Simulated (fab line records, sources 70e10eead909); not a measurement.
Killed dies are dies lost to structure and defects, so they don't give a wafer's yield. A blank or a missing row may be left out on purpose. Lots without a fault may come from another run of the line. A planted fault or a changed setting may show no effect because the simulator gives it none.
Chamber matching | flow nand_harc | NHARC_A_STAIRCASE_CMP_152 on cmp-02: 4 sister chambers
The step polishes. 8 wafers are shown with their chamber, then 9 later ones without.

WAFERS WITH THEIR CHAMBER
wafer  | chamber | motor_current_A (A)
L088.3 | 3       | 10.7
L088.1 | 0       | 10.8
L090.1 | 1       | 12.5
L090.4 | 2       | 11.3
L090.5 | 1       | 12.1
L092.1 | 0       | 11.6
L092.2 | 2       | 11.4
L092.6 | 3       | 11.1

WAFERS WITHOUT THEIR CHAMBER
wafer  | motor_current_A (A)
L092.3 | 11.9
L092.4 | 10.8
L092.5 | 11.0
L095.2 | 11.5
L095.3 | 11.6
L095.6 | 11.3
L095.1 | 11.8
L095.4 | 11.0
L095.5 | 11.2

WHICH CHAMBER EACH WENT THROUGH
wafer  | from the rows above               | in truth
L092.3 | can't be placed: 1 or 2 or 0 or 3 | 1
L092.4 | can't be placed: 3 or 0 or 2      | 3
L092.5 | can't be placed: 3 or 0 or 2      | 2
L095.2 | can't be placed: 2 or 0 or 3 or 1 | 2
L095.3 | can't be placed: 2 or 0 or 1 or 3 | 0
L095.6 | can't be placed: 2 or 0 or 3      | 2
L095.1 | can't be placed: 2 or 1 or 0 or 3 | 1
L095.4 | can't be placed: 3 or 0 or 2      | 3
L095.5 | can't be placed: 0 or 2 or 3      | 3
Placed correctly: 0 of 9. Can't be placed from these rows: 9 (the true chamber is among the candidates in 9). Placed wrongly: 0.
How it was worked out, from the rows above alone: a wafer's distance from a chamber is the root of the sum, over the readings, of the square of ((its reading less the chamber's mean) divided by the reading's scatter). The wafer belongs to the nearest chamber; if the next one is less than 2 further off, it can't be placed. A chamber's mean is the mean of its shown wafers. The scatter: the root of (the sum of the squares of (reading less its chamber's mean) over the shown wafers, divided by (wafers less chambers)).
